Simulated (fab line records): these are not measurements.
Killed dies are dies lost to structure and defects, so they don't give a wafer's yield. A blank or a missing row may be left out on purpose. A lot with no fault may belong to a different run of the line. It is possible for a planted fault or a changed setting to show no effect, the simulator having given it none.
Comparing a struck lot with a sound one	flow n5Finfet	16 steps out of a route of 1938
Sound: wafers L527.1, L527.4, L527.5. Struck: wafer L529.3 (left out: L529.1, L529.6 of the same lot, which were not struck); the cause appears at the end.
At each step with rows: each side's tool, then ch and its chambers, then its first start. Under that, the readings that differ: sound wafers	struck wafers	difference of the means	sigmas: that difference in standard deviations of wafers without a fault.
alike: words and numbers the same on both sides, and readings whose means are apart by under 2 such deviations; not compared: readings that were withheld, readings missing a value for some wafer, numbers with overlapping values and no deviation given by the record, and bounds like >300 which may hide the same value.
The two part at a step that has a row with sigmas, a row that says differs or no value, or rows on one side only. Numbers that have no deviation but don't overlap get no sigmas and don't part them. A reading that every wafer of one side lacks parts them only if that side has two wafers or more.

N5_BEOL_M0_SAQP_STRIP_75: strips in CF4.
  sound on rieDiel-02 ch 1,2, day 6 20:37; struck on rieDiel-06 ch 2, day 7 06:37
reading	sound	struck	difference	sigmas
rfVppV (V)	271.0 267.3 268.0	272.6	+3.8	+3
showerheadPlenumPTorr (Torr)	1.76 1.72 1.72	1.85	+0.12	+3
  alike: cf4FlowSccm, drypumpMotorCurrentA, oesProductAu, throttleValvePct
  not compared: rfHoursCounterH
then, 7 steps without rows for these wafers: N5_BEOL_M0_CUTY_COAT_50 (time 60 s, resist thk 15 nm); N5_BEOL_M0_CUTY_COAT_51 (resist thk 150 nm); N5_BEOL_M0_CUTY_EBR_52; N5_BEOL_M0_CUTY_SOFTBAKE_53 (time 60 s); N5_BEOL_M0_CUTY_EXPOSE_54 (exposes mask M0 ABLK); N5_BEOL_M0_CUTY_PEB_55 (peb time 60 s); N5_BEOL_M0_CUTY_DEVELOP_56 (develop time 30 s).
N5_BEOL_M0_CUTY_CD_MEAS_57 targets a cd of 200 nm.
  sound on cdSem-03 ch 0, day 6 21:01; struck on cdSem-01 ch 0, day 7 07:01
  alike: cdNm
N5_BEOL_M0_CUTY_OVL_MEAS_58:
  sound on overlay-02 ch 0, day 6 21:02; struck on overlay-02 ch 0, day 7 07:03
  alike: M0_ABLK_OVL
N5_BEOL_M0_CUTY_INSPECT_59: inspects for defects (macro).
  sound on defectInspect-02 at day 6 21:04; struck on defectInspect-02 at day 7 07:04
  alike: rawDefectCount
N5_BEOL_M0_CUTY_DESCUM_61: chemistry O2, time 7.9 s.
  sound on rieDiel-05 ch 0,1,2, day 6 21:06; struck on rieDiel-05 ch 1, day 7 07:16
  alike: drypumpMotorCurrentA, oesProductAu, rfVppV, showerheadPlenumPTorr, throttleValvePct
  not compared: rfHoursCounterH
N5_BEOL_M0_CUTY_ETCH_62: etches SiARC in CF4, time 58.5 s.
  sound on rieDiel-05 ch 0,1,2, day 6 21:08; struck on rieDiel-05 ch 1, day 7 07:18
reading	sound	struck	difference	sigmas
cf4FlowSccm (sccm)	99.9 99.9 100.2	100.8	+0.8	+2
etchRfOnTimeS (s)	58.6 55.9 58.6	42.0	-15.7	-11
oesProductAu (a.u.)	0.74 0.66 0.83	1.00	+0.26	+4
  alike: drypumpMotorCurrentA, rfVppV, showerheadPlenumPTorr, throttleValvePct
  not compared: rfHoursCounterH
N5_BEOL_M0_CUTY_ETCH_63: etches SOC in N2/H2, target depth 82.7 nm, overetch 16.5 nm, time 124 s.
  sound on rieDiel-05 ch 0,1,2, day 6 21:11; struck on rieDiel-05 ch 1, day 7 07:21
  alike: drypumpMotorCurrentA, oesProductAu, rfVppV, showerheadPlenumPTorr, throttleValvePct
  not compared: rfHoursCounterH
-- here the record skips 5 days between the struck wafers' starts before and after, leaving off in module BEOL_M0_CUTY and picking up in module BEOL_M4 (first step shown: number 1111 of the route) --
N5_BEOL_M4_RC_MEAS_101:
  sound on prober-02 ch 0, day 10 23:32; struck on prober-02 ch 0, day 12 00:41
  alike: DIBL_N, DIBL_P, IOFF_N, IOFF_P, ION_N, ION_P, SS_N, SS_P, VT_N, VT_P
-- record jumps: 4 days separate the struck wafers' starts on either side; left off in module BEOL_M4, taken up again in module PASSIVATION, whose first shown step is the route's number 1936 --
N5_PASSIVATION_PROBE_49:
  sound on prober-02 at day 15 05:34; struck on prober-02 at day 16 11:52
reading	sound	struck	difference	sigmas
killedOpen	44 72 55	82	+25	+2
sort_bin_5_function (%)	3.5 5.3 4.0	6.4	+2.1	+2
  alike: defectLimitedYield, killed_at_M0_to_M3, killed_at_M4_up, killedAtContacts, killedAtFrontEnd, killedAtOther, killedDies, killedShort, sort_bin_4_leakage, sort_bin_6_memory, sortNPass, sortYieldPct

## WHERE THEY PART
At N5_BEOL_M0_SAQP_STRIP_75 first; at N5_PASSIVATION_PROBE_49 last (within this record only).

WHY: what had been put in by the simulator
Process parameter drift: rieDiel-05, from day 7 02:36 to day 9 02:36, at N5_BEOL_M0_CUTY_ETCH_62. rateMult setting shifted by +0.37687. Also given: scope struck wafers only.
